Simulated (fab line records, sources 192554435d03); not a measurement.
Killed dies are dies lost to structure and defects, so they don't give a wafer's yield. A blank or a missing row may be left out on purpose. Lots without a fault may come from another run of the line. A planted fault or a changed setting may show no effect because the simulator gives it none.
Split-lot experiment | flow n5_finfet | 7 lots, 21 wafers read, on a route of 1938 steps

THE SPLIT
At N5_MOL_CONTACT_COAG_COAT_103 (time 60 s, resist thk 80 nm), the setting spin_rpm was moved away from the recipe's 1500 rpm on 5 of the 21 wafers read, by -9.1% to +8.7%. The other wafers ran this setting at the recipe's value.

FROM THE SPLIT TO THE READING: what the file shows between them, 9 steps
- N5_MOL_CONTACT_COAG_COAT_104: time 60 s, resist thk 12 nm
- N5_MOL_CONTACT_COAG_COAT_58: time 60 s, resist thk 10 nm
- N5_MOL_CONTACT_COAG_ETCH_59: etches underlayer in N2/H2, target depth 13 nm, time 10.4 s
- N5_MOL_CONTACT_COAG_ETCH_105: etches SiARC in CF4, target depth 15.6 nm, time 26 s
- N5_MOL_CONTACT_COAG_ETCH_106: etches SOC in N2/H2, target depth 80 nm, overetch 16 nm, time 120 s
- N5_MOL_CONTACT_COAG_STRIP_107: strips in N2/H2
- N5_MOL_CONTACT_COAG_STRIP_108: strips in N2/H2
- N5_MOL_CONTACT_COAG_CONTACT_ETCH_14: etches SiO2 in C4F6/O2, target depth 27.5 nm, overetch 8.5 nm, time 20 s
- N5_MOL_CONTACT_COAG_STRIP_109: strips in C4F6/O2

THE READING
SOC_of_MOL_CONTACT_COAG_COAT_103.thk_nm (the simulator's own value, which no gauge read), in nm, at N5_MOL_CONTACT_COAG_ETCH_15 (etches SiNx in CH3F/O2, stops on Si:P, target depth 7 nm). The file gives no usual value for it. The 16 wafers here that ran the recipe average 75.4 nm, standard deviation 0.23 nm.

wafer  | tool, chamber at the split | spin_rpm as run, rpm | against the recipe | SOC_of_MOL_CONTACT_COAG_COAT_103.thk_nm, nm | against lot-mates on the recipe
L079.3 | litho_track-02, 0          | 1370                 | -8.7%              | 79                                          | +3.6
L079.4 | litho_track-02, 0          | 1500                 | recipe             | 75.4                                        | -
L079.6 | litho_track-02, 0          | 1500                 | recipe             | 75.4                                        | -
L085.1 | litho_track-01, 0          | 1500                 | recipe             | 75.4                                        | -
L085.4 | litho_track-01, 0          | 1630                 | +8.7%              | 72.2                                        | -3.2
L085.5 | litho_track-01, 0          | 1630                 | +8.7%              | 72.2                                        | -3.2
L087.2 | litho_track-02, 0          | 1500                 | recipe             | 76                                          | -
L087.3 | litho_track-02, 0          | 1500                 | recipe             | 75.6                                        | -
L087.5 | litho_track-02, 0          | 1500                 | recipe             | 75.6                                        | -
L089.3 | litho_track-02, 0          | 1500                 | recipe             | 75.6                                        | -
L089.5 | litho_track-02, 0          | 1500                 | recipe             | 75.6                                        | -
L089.6 | litho_track-02, 0          | 1500                 | recipe             | 75.4                                        | -
L090.2 | litho_track-01, 0          | 1500                 | recipe             | 75.2                                        | -
L090.5 | litho_track-01, 0          | 1572                 | +4.8%              | 73.4                                        | -1.7
L090.6 | litho_track-01, 0          | 1500                 | recipe             | 75                                          | -
L094.1 | litho_track-01, 0          | 1500                 | recipe             | 75.4                                        | -
L094.6 | litho_track-01, 0          | 1500                 | recipe             | 75.4                                        | -
L094.4 | litho_track-01, 0          | 1363                 | -9.1%              | 79.2                                        | +3.8
L097.2 | litho_track-04, 0          | 1500                 | recipe             | 75                                          | -
L097.3 | litho_track-04, 0          | 1500                 | recipe             | 75.4                                        | -
L097.6 | litho_track-04, 0          | 1500                 | recipe             | 75.4                                        | -

THE FIT
A straight line over all 21 wafers: SOC_of_MOL_CONTACT_COAG_COAT_103.thk_nm changes by -0.395 nm for each +1% of spin_rpm; r = -0.99; the points scatter about the line by 0.23 nm.
The same after taking each lot's own level away (the mean of its wafers on the recipe; 21 wafers): -0.391 nm for each +1%; r = -1.00; scatter 0.15 nm.
On that fit, the largest move of spin_rpm shifts the reading by 3.6 nm.
The lots' own levels span 75.10 to 75.73 nm, that is 2.7 times the standard deviation above.
So the lot-to-lot level changes the slope little: the two slopes agree.
Check: with one of the wafers moved furthest among these (-9.1%) left out of the fit, the line predicts +3.54 nm for it against its lot-mates. It came out at +3.8 nm against them.

THE WHOLE CHAIN: every reading that the file lists as answering this split, in the file's order
step                         | what it does                                                        | reading                                                                                  | change (the file's fit)               | r (the file's)
N5_MOL_CONTACT_COAG_COAT_103 | time 60 s, resist thk 80 nm                                         | SOC_of_MOL_CONTACT_COAG_COAT_103.thk_nm (the simulator's own value, which no gauge read) | -0.407 nm for each +1% of the setting | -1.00
N5_MOL_CONTACT_COAG_ETCH_106 | etches SOC in N2/H2, target depth 80 nm, overetch 16 nm, time 120 s | etch.depth_nm (the simulator's own value, which no gauge read)                           | -0.407 nm for each +1% of the setting | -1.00
N5_MOL_CONTACT_COAG_ETCH_15  | etches SiNx in CH3F/O2, stops on Si:P, target depth 7 nm            | SOC_of_MOL_CONTACT_COAG_COAT_103.thk_nm (the simulator's own value, which no gauge read) | -0.397 nm for each +1% of the setting | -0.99

THE FILE'S OWN FIT
SOC_of_MOL_CONTACT_COAG_COAT_103.thk_nm changes by -0.397 nm for each +1% of spin_rpm, r = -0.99.
